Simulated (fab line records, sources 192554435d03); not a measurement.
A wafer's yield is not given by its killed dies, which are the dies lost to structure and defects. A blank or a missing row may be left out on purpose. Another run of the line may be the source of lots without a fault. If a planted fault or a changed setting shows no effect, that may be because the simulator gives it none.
fab line records | flow n5_finfet
record: lots: 4 wafers: 12 last_day: 20
route steps=1938 shown BEOL_M0_SAQP@660 BEOL_M4@1111 PASSIVATION@1936
lots that met no fault: from a run of the same line without faults
start_h: the number of hours between the record's first day and the start of the first shown wafer of the lot | wait_h: hours elapsed since this lot's preceding step | " repeats the value in the row above | L1.1+2: several wafers, shown together as one row | - no value present, or no start provided | * or withheld: withheld | < > ~ a bound
route shown NAME@n: NAME is a module with steps in the file, n the number in the route of the first one | usual: average and standard deviation across the fault-free wafers | same: alike in all rows | chamber/n: place in a boat | sites: each site's reading | _std_site: standard deviation of those values | _edge_site: outer sites' mean less inner sites' | radius_mm: how far each site lies from the wafer's centre | mask NAME#n: copy n | behind: the last tool/chamber to shape the wafer | hold: what put the lot on hold/how long, in hours/how the hold closed | device: the transistor (n, p or np) that didn't switch | end of line: tests of these same wafers at the route's end | where a step has no rows: the recipe by itself | killed: count of dies lost to structure and defects at first sort (not the wafer's yield) | map: a wafer's dies, x killed, . not, _ none there
set.NAME: the setting as run; set.NAME@STEP: as run at that earlier step | model.NAME: the simulator's own value behind a step, which no gauge read
lots seen at some steps along the route; tables by step, rows by wafer
services: when a tool's chamber went out of use (start_h, in hours from the record's first day, below 0 if earlier), for how many hours, and the reason
== steps ==
step: N5_BEOL_M0_SAQP_STRIP_115
recipe: chemistry: post_etch_residue_remover time_s: 60 temp_c: 25 remover_ph: withheld remover_water_wt_pct: withheld remover_fluoride_wt_pct: withheld
step: N5_BEOL_M0_SAQP_SRD_93
recipe: dry: ipa_marangoni time_s: 30 temp_c: 23 rinse_liquid: diw
step: N5_BEOL_M0_SAQP_RECESS_114
recipe: chemistry: HF/NH3 target: SiO2 target_depth_a: 144 afs_cycles: 3 temp_c: 30 sublimation_temp_c: 180 sublimation_time_s: 60
step: N5_BEOL_M0_SAQP_SPACER1_ALD_98
recipe: material: SiO2 target_thk_a: 128 temp_c: 300 ald_precursor_family: BDEAS ald_co_reactant: O2-plasma pulse_time_s: 1 purge_time_s: 2 co_reactant_purge_time_s: 2 ald_cycles: 138 pressure_torr: 2
step: N5_BEOL_M0_SAQP_SPACER1_ETCHBACK_99
recipe: chemistry: CHF3/O2 mode: anisotropic_etchback target: SiO2 target_depth_a: 154 time_s: 7.7 pressure_mtorr: 30 source_w: 650 bias_w: 170 Ar_flow_sccm: 200 CHF3_flow_sccm: 50 O2_flow_sccm: 5 ion_energy_ev: 200
step: N5_BEOL_M0_SAQP_MANDREL1_REMOVE_100
recipe: chemistry: HBr/Cl2/O2 bt_time_s: 10 target: a-Si stop_on: SiNx endpoint: OES-SiCl over_etch_frac: 0.85 icp_w: 600 bias_w: 30 HBr_flow_sccm: 150 Cl2_flow_sccm: 80 O2_flow_sccm: 5 pressure_mtorr: 10
step: N5_BEOL_M0_SAQP_ETCH_101
recipe: chemistry: CH3F/O2 target: SiNx mask_material: SiO2 target_depth_a: 299 time_s: 42.7 pressure_mtorr: 30 source_w: 395 bias_w: 73 Ar_flow_sccm: 150 CH3F_flow_sccm: 30 O2_flow_sccm: 20 ion_energy_ev: 120
step: N5_BEOL_M0_SAQP_ETCH_102
recipe: chemistry: CF4 target: SiO2 target_depth_a: 40 ion_energy_ev: 350 time_s: 4.4 pressure_mtorr: 10 icp_w: 800 bias_w: 400 cf4_flow_sccm: 80
step: N5_BEOL_M0_SAQP_MANDREL_ETCH_103
recipe: chemistry: HBr/Cl2 target: a-Si target_depth_a: 450 bt_time_s: 10 stop_on: SiCN mask_material: SiO2 over_etch_frac: 0.8 time_s: 27 pressure_mtorr: 10 icp_w: 800 bias_w: 75 HBr_flow_sccm: 150 Cl2_flow_sccm: 80 ends: end_point
step: N5_BEOL_M0_SAQP_RECESS_104
recipe: chemistry: HF/NH3 target: SiO2 target_depth_a: 180 afs_cycles: 3 temp_c: 30 sublimation_temp_c: 180 sublimation_time_s: 60
step: N5_BEOL_M0_SAQP_COAT_105
recipe: resist: SOC temp_c: 250 time_s: 60 spin_rpm: 1500 resist_thk_nm: 100
step: N5_BEOL_M0_SAQP_ETCH_106
recipe: chemistry: N2/H2 target: SOC target_depth_a: 1500 stop_on: SiNx ion_energy_ev: 100 bias_w: 61 pressure_mtorr: 30 source_w: 850 n2_flow_sccm: 200 h2_flow_sccm: 200
usual: bias_w: 61.01/0.18 chamber_pressure_mTorr: 30.00/0.034 drypump_motor_current_A: 5.5/0.43 oes_product_au: 0.78/0.073 rf_vpp_V: 240.7/1.4 showerhead_plenum_p_Torr: 2.54/0.098 throttle_valve_pct: 17.90/0.24
columns lot.wafer tool chamber start_h wait_h bias_w chamber_pressure_mTorr drypump_motor_current_A oes_product_au rf_hours_counter_h rf_vpp_V showerhead_plenum_p_Torr throttle_valve_pct model.SOC_of_BEOL_M0_SAQP_COAT_105.thk_nm
L567.1 rie_diel-04 3 131.40 - 60.83 30.01 5.8 0.72 207 240.7 2.53 18.17 22.6
L567.2 " 0 " " 60.71 29.90 5.8 0.71 204 239.9 2.53 18.15 23.2
L567.6 " 1 " " 61.28 30.01 5.7 0.87 - 241.2 2.48 17.84 23.8
L584.1 rie_diel-05 0 229.87 - - - - - - - - - 99.8
L584.4 " 2 " " - - - - - - - - 99.8
L584.5 " 0 " " - - - - - - - - 99.6
L585.4 rie_diel-04 1 234.70 - - - - - - - - - 100
L585.5 " 3 " " - - - - - - - - 100
L585.6 " 2 " " - - - - - - - - 99.6
L587.1 rie_diel-05 3 249.67 - 60.97 30.03 5.0 0.83 61 240.0 2.46 17.73 22.4
L587.2 " 1 " " 61.03 30.01 5.9 0.84 71 241.1 2.69 18.13 22.2
L587.4 " 2 " " 61.20 29.96 5.5 0.75 159 239.8 2.42 17.69 22.4
step: N5_BEOL_M0_SAQP_ETCH_107
recipe: chemistry: CH3F/O2 target: SiNx target_depth_a: 300 mask_material: SOC pressure_mtorr: 30 source_w: 395 bias_w: 73 Ar_flow_sccm: 150 CH3F_flow_sccm: 30 O2_flow_sccm: 20 ion_energy_ev: 120
usual: CH3F_flow_sccm: 30.01/0.094 O2_flow_sccm: 20.00/0.055 drypump_motor_current_A: 5.5/0.43 oes_product_au: 0.79/0.075 rf_vpp_V: 294/5 showerhead_plenum_p_Torr: 2.00/0.068 throttle_valve_pct: 16.46/0.19
columns lot.wafer tool chamber start_h wait_h CH3F_flow_sccm O2_flow_sccm drypump_motor_current_A oes_product_au rf_hours_counter_h rf_vpp_V showerhead_plenum_p_Torr throttle_valve_pct model.SOC_of_BEOL_M0_SAQP_COAT_105.thk_nm
L567.1 rie_diel-04 3 131.46 0.0 29.88 19.98 5.9 0.72 207 302 2.00 16.81 11.8
L567.2 " 0 " " 30.17 20.05 5.8 0.71 204 301 1.98 16.57 12.2
L567.6 " 1 " " 30.00 19.96 5.8 0.88 - 295 1.95 16.29 12.8
L584.1 rie_diel-05 0 229.93 0.0 30.06 20.16 4.7 0.71 208 295 2.06 16.57 89
L584.4 " 2 " " 29.90 20.01 5.5 0.77 153 293 1.93 16.48 88.6
L584.5 " 0 " " 30.14 20.05 4.7 0.71 - 295 2.06 16.56 88.8
L585.4 rie_diel-04 1 234.76 0.0 30.13 20.07 5.7 0.83 74 296 1.94 16.34 89.2
L585.5 " 3 " " 30.01 19.86 5.8 0.69 - 299 1.99 16.85 89.4
L585.6 " 2 " " 30.02 19.99 5.5 0.75 - 283 1.92 16.28 89
L587.1 rie_diel-05 3 249.73 0.0 29.95 20.02 5.0 0.83 61 292 1.95 16.25 11.6
L587.2 " 1 " " 30.06 19.92 5.9 0.85 71 296 2.11 16.54 11.2
L587.4 " 2 " " 29.88 20.02 5.5 0.75 159 293 1.93 16.51 11.6
step: N5_BEOL_M0_SAQP_STRIP_108
recipe: chemistry: N2/H2 power_w: 500 temp_c: 40 pressure_mtorr: 50 rf_frequency_hz: 6e+07 overash_fraction: 0.3 bias_power_w: 28 h2_frac: 0.5 n2_flow_sccm: 300 h2_flow_sccm: 300
step: N5_BEOL_M4_RC_MEAS_101
usual: DIBL_N: 36.3/1.6 DIBL_P: 36.4/2.1 IOFF_N: 0.16/0.032 IOFF_P: 0.22/0.044 ION_N: 675/12 ION_P: 463/8.3 SS_N: 71.6/0.64 SS_P: 73.3/0.67 VT_N: 250/3.3 VT_P: -250/3.7
columns lot.wafer tool chamber start_h wait_h DIBL_N[mV/V] DIBL_P[mV/V] IOFF_N[nA/um] IOFF_P[nA/um] ION_N[uA/um] ION_P[uA/um] SS_N[mV/dec] SS_P[mV/dec] VT_N[mV] VT_P[mV]
L567.1 prober-02 0 226.12 0.0 37.9 37.7 0.17 0.22 676 462 71.0 73.4 253 -249
L567.2 " 0 " " 36.7 36.1 0.15 0.20 657 453 71.7 73.3 255 -254
L567.6 " 0 " " 37.2 36.8 0.15 0.21 660 455 71.8 73.8 253 -252
L587.1 prober-01 0 381.10 0.0 36.1 35.0 0.16 0.21 677 464 72.1 72.6 251 -249
L587.2 " 0 " " 37.0 36.6 0.17 0.23 676 468 72.2 73.1 249 -247
L587.4 " 0 " " 36.2 36.2 0.16 0.23 686 473 71.7 72.7 248 -250
step: N5_PASSIVATION_PROBE_49
usual: defect_limited_yield: 91.4/1.2 killed_at_M0_to_M3: 35/11 killed_at_M4_up: 14/6 killed_at_contacts: 12/6.7 killed_at_front_end: 37/9.7 killed_at_other: 3.5/2.5 killed_dies: 102/15 killed_on_rim: 13/3.6 killed_open: 67/12 killed_short: 33/7.3 sort_bin_5_function: 5.1/0.81 sort_bin_6_memory: 3.2/0.65 sort_n_pass: 1078/15 sort_yield_pct: 91.4/1.2
same: gross_dies: 1180 killed_at_back_side: 0 sort_bin_4_leakage[%]: 0 sort_bin_8_speed[%]: 0
columns lot.wafer tool chamber start_h wait_h defect_limited_yield[%] killed_at_M0_to_M3 killed_at_M4_up killed_at_contacts killed_at_front_end killed_at_other killed_dies killed_on_rim killed_open killed_short sort_bin_5_function[%] sort_bin_6_memory[%] sort_n_pass sort_yield_pct[%]
L567.1 prober-01 - 353.56 0.0 91.2 27 16 20 34 7 104 13 71 32 5.0 3.7 1076 91.2
L567.2 prober-01 - 353.61 0.1 91.4 38 16 9 36 2 101 15 69 32 5.1 3.3 1079 91.4
L567.6 prober-01 - 353.81 0.3 92.7 11 16 13 37 9 86 11 60 25 5.2 1.9 1094 92.7
L584.1 prober-02 - 414.30 0.0 0 1107 9 5 58 1 1180 152 81 32 96.1 3.5 0 0
L584.4 prober-02 - 414.45 0.2 0 1115 6 10 47 2 1180 152 69 25 96.3 3.5 0 0
L584.5 prober-02 - 414.50 0.2 0 1112 9 8 47 4 1180 152 82 26 96.2 3.5 0 0
L585.4 prober-01 - 460.31 0.2 0 1126 12 6 34 2 1180 152 55 17 97.5 2.1 0 0
L585.5 prober-01 - 460.36 0.2 0 1123 19 1 33 4 1180 152 60 31 96.6 3.3 0 0
L585.6 prober-01 - 460.41 0.3 0 1120 14 4 40 2 1180 152 50 35 97.1 2.6 0 0
killed by level:class
L567.1 MOL_CONTACT_COAG:geometric_particle:open=15 FIN_SAQP:geometric_particle:open=14 BEOL_M2:geometric_particle:open=13 BEOL_M4:geometric_particle:open=6 GATE_CUT:geometric_particle:open=5 MOL_CONTACT_COAG:geometric_particle:short=5 BEOL_M2:geometric_particle:short=5 STI_FIN_REVEAL:geometric_particle:open=4
L567.2 BEOL_M2:geometric_particle:open=13 BEOL_M0_SAQP:geometric_particle:open=11 STI_FIN_REVEAL:geometric_particle:open=10 MOL_CONTACT_COAG:geometric_particle:open=7 BEOL_M0_SAQP:geometric_particle:short=5 FIN_SAQP:geometric_particle:short=4 FIN_SAQP:geometric_particle:open=4 STI_FIN_REVEAL:geometric_particle:short=4
L567.6 MOL_CONTACT_COAG:geometric_particle:open=12 FIN_SAQP:geometric_particle:open=6 STI_FIN_REVEAL:geometric_particle:open=5 ILD0:geometric_particle:open=4 GATE_CUT:geometric_particle:open=4 GATE_CUT:geometric_particle:short=4 BEOL_M6:geometric_particle:open=4 FIN_CUT:geometric_particle:open=3
L584.1 BEOL_M0_SAQP:area_etch=1066 FIN_SAQP:geometric_particle:open=23 FIN_SAQP:geometric_particle:short=12 BEOL_M3:geometric_particle:open=12 BEOL_M1:geometric_particle:open=10 GATE_CUT:geometric_particle:short=5 MOL_CONTACT_COAG:geometric_particle:open=5 BEOL_M0_SAQP:geometric_particle:open=5
L584.4 BEOL_M0_SAQP:area_etch=1082 FIN_SAQP:geometric_particle:open=19 BEOL_M2:geometric_particle:open=11 STI_FIN_REVEAL:geometric_particle:open=9 MOL_CONTACT_COAG:geometric_particle:open=8 FIN_SAQP:geometric_particle:short=7 BEOL_M0_SAQP:geometric_particle:open=5 BEOL_M3:geometric_particle:open=5
L584.5 BEOL_M0_SAQP:area_etch=1070 BEOL_M2:geometric_particle:open=14 STI_FIN_REVEAL:geometric_particle:open=13 BEOL_M1:geometric_particle:open=9 FIN_SAQP:geometric_particle:open=7 GATE_CUT:geometric_particle:open=6 MOL_CONTACT_COAG:geometric_particle:open=6 BEOL_M0_SAQP:geometric_particle:open=6
L585.4 BEOL_M0_SAQP:area_etch=1107 STI_FIN_REVEAL:geometric_particle:open=13 FIN_SAQP:geometric_particle:open=8 FIN_SAQP:geometric_particle:short=7 MOL_CONTACT_COAG:geometric_particle:open=5 BEOL_M3:geometric_particle:open=5 BEOL_M4:geometric_particle:open=5 BEOL_M0:geometric_particle:open=3
L585.5 BEOL_M0_SAQP:area_etch=1089 BEOL_M1:geometric_particle:open=17 FIN_SAQP:geometric_particle:short=9 BEOL_M1:geometric_particle:short=8 FIN_SAQP:geometric_particle:open=5 STI_FIN_REVEAL:geometric_particle:open=5 DUMMY_GATE:geometric_particle:open=5 BEOL_M4:geometric_particle:open=5
L585.6 BEOL_M0_SAQP:area_etch=1095 FIN_SAQP:geometric_particle:open=12 FIN_SAQP:geometric_particle:short=11 BEOL_M2:geometric_particle:open=8 BEOL_M7:geometric_particle:open=6 BEOL_M1:geometric_particle:open=4 BEOL_M3:geometric_particle:open=4 STARTING-WAFER:geometric_particle:open=4
map L584.1 (x killed, . not)
_________________xxxxxxxxxxxx________________
______________xxxxxxxxxxxxxxxxxx_____________
___________xxxxxxxxxxxxxxxxxxxxxxxx__________
__________xxxxxxxxxxxxxxxxxxxxxxxxxx_________
________xxxxxxxxxxxxxxxxxxxxxxxxxxxxxx_______
_______xxxxxxxxxxxxxxxxxxxxxxxxxxxxxxxx______
______xxxxxxxxxxxxxxxxxxxxxxxxxxxxxxxxxx_____
_____xxxxxxxxxxxxxxxxxxxxxxxxxxxxxxxxxxxx____
____xxxxxxxxxxxxxxxxxxxxxxxxxxxxxxxxxxxxxx___
___xxxxxxxxxxxxxxxxxxxxxxxxxxxxxxxxxxxxxxxx__
___xxxxxxxxxxxxxxxxxxxxxxxxxxxxxxxxxxxxxxxx__
__xxxxxxxxxxxxxxxxxxxxxxxxxxxxxxxxxxxxxxxxxx_
__xxxxxxxxxxxxxxxxxxxxxxxxxxxxxxxxxxxxxxxxxx_
_xxxxxxxxxxxxxxxxxxxxxxxxxxxxxxxxxxxxxxxxxxxx
_xxxxxxxxxxxxxxxxxxxxxxxxxxxxxxxxxxxxxxxxxxxx
_xxxxxxxxxxxxxxxxxxxxxxxxxxxxxxxxxxxxxxxxxxxx
_xxxxxxxxxxxxxxxxxxxxxxxxxxxxxxxxxxxxxxxxxxxx
_xxxxxxxxxxxxxxxxxxxxxxxxxxxxxxxxxxxxxxxxxxxx
_xxxxxxxxxxxxxxxxxxxxxxxxxxxxxxxxxxxxxxxxxxxx
_xxxxxxxxxxxxxxxxxxxxxxxxxxxxxxxxxxxxxxxxxxxx
_xxxxxxxxxxxxxxxxxxxxxxxxxxxxxxxxxxxxxxxxxxxx
__xxxxxxxxxxxxxxxxxxxxxxxxxxxxxxxxxxxxxxxxxx_
__xxxxxxxxxxxxxxxxxxxxxxxxxxxxxxxxxxxxxxxxxx_
___xxxxxxxxxxxxxxxxxxxxxxxxxxxxxxxxxxxxxxxx__
___xxxxxxxxxxxxxxxxxxxxxxxxxxxxxxxxxxxxxxxx__
____xxxxxxxxxxxxxxxxxxxxxxxxxxxxxxxxxxxxxx___
_____xxxxxxxxxxxxxxxxxxxxxxxxxxxxxxxxxxxx____
______xxxxxxxxxxxxxxxxxxxxxxxxxxxxxxxxxx_____
_______xxxxxxxxxxxxxxxxxxxxxxxxxxxxxxxx______
________xxxxxxxxxxxxxxxxxxxxxxxxxxxxxx_______
__________xxxxxxxxxxxxxxxxxxxxxxxxxx_________
___________xxxxxxxxxxxxxxxxxxxxxxxx__________
______________xxxxxxxxxxxxxxxxxx_____________
_________________xxxxxxxxxxxx________________
map L585.4 (x killed, . not)
_________________xxxxxxxxxxxx________________
______________xxxxxxxxxxxxxxxxxx_____________
___________xxxxxxxxxxxxxxxxxxxxxxxx__________
__________xxxxxxxxxxxxxxxxxxxxxxxxxx_________
________xxxxxxxxxxxxxxxxxxxxxxxxxxxxxx_______
_______xxxxxxxxxxxxxxxxxxxxxxxxxxxxxxxx______
______xxxxxxxxxxxxxxxxxxxxxxxxxxxxxxxxxx_____
_____xxxxxxxxxxxxxxxxxxxxxxxxxxxxxxxxxxxx____
____xxxxxxxxxxxxxxxxxxxxxxxxxxxxxxxxxxxxxx___
___xxxxxxxxxxxxxxxxxxxxxxxxxxxxxxxxxxxxxxxx__
___xxxxxxxxxxxxxxxxxxxxxxxxxxxxxxxxxxxxxxxx__
__xxxxxxxxxxxxxxxxxxxxxxxxxxxxxxxxxxxxxxxxxx_
__xxxxxxxxxxxxxxxxxxxxxxxxxxxxxxxxxxxxxxxxxx_
_xxxxxxxxxxxxxxxxxxxxxxxxxxxxxxxxxxxxxxxxxxxx
_xxxxxxxxxxxxxxxxxxxxxxxxxxxxxxxxxxxxxxxxxxxx
_xxxxxxxxxxxxxxxxxxxxxxxxxxxxxxxxxxxxxxxxxxxx
_xxxxxxxxxxxxxxxxxxxxxxxxxxxxxxxxxxxxxxxxxxxx
_xxxxxxxxxxxxxxxxxxxxxxxxxxxxxxxxxxxxxxxxxxxx
_xxxxxxxxxxxxxxxxxxxxxxxxxxxxxxxxxxxxxxxxxxxx
_xxxxxxxxxxxxxxxxxxxxxxxxxxxxxxxxxxxxxxxxxxxx
_xxxxxxxxxxxxxxxxxxxxxxxxxxxxxxxxxxxxxxxxxxxx
__xxxxxxxxxxxxxxxxxxxxxxxxxxxxxxxxxxxxxxxxxx_
__xxxxxxxxxxxxxxxxxxxxxxxxxxxxxxxxxxxxxxxxxx_
___xxxxxxxxxxxxxxxxxxxxxxxxxxxxxxxxxxxxxxxx__
___xxxxxxxxxxxxxxxxxxxxxxxxxxxxxxxxxxxxxxxx__
____xxxxxxxxxxxxxxxxxxxxxxxxxxxxxxxxxxxxxx___
_____xxxxxxxxxxxxxxxxxxxxxxxxxxxxxxxxxxxx____
______xxxxxxxxxxxxxxxxxxxxxxxxxxxxxxxxxx_____
_______xxxxxxxxxxxxxxxxxxxxxxxxxxxxxxxx______
________xxxxxxxxxxxxxxxxxxxxxxxxxxxxxx_______
__________xxxxxxxxxxxxxxxxxxxxxxxxxx_________
___________xxxxxxxxxxxxxxxxxxxxxxxx__________
______________xxxxxxxxxxxxxxxxxx_____________
_________________xxxxxxxxxxxx________________
== services ==
columns tool chamber start_h hours kind
rie_diel-04 2 222.58 4.9 repair
rie_diel-05 - 223.92 0.2 repair
== key ==
first_sign: step: N5_BEOL_M0_SAQP_ETCH_106 reading: tool_record direction: missing
effect: step: N5_PASSIVATION_PROBE_49 reading: sort_bin_5_function direction: up sigmas: 99+ usual: 5.1 struck: 96.6
model_effect: step: N5_BEOL_M0_SAQP_ETCH_106 value: SOC_of_BEOL_M0_SAQP_COAT_105.thk_nm without: 24.4 struck: 99.8
model_effect: step: N5_BEOL_M0_SAQP_ETCH_107 value: SOC_of_BEOL_M0_SAQP_COAT_105.thk_nm without: 13.53 struck: 89
more_kills_born_at: N5_BEOL_M0_SAQP_ETCH_106@rie_diel-04: 3291 N5_BEOL_M0_SAQP_ETCH_106@rie_diel-05: 3218
met_at N5_BEOL_M0_SAQP_ETCH_106
struck_wafers L584.1,L584.4,L584.5,L585.4,L585.5,L585.6
later_rows_left_out L584.1,L584.4,L584.5,L585.4,L585.5,L585.6
onset_between 131.40 229.87
fault: kind: skipped_step_whole tool: rie_diel-04,rie_diel-05 chamber: - onset_h: 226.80 steps: N5_BEOL_M0_SAQP_ETCH_106 scope: struck_lots_only
later_rows_left_out: the simulator's readings of these wafers behind a module that went badly wrong aren't trusted and aren't shown, but for the sort
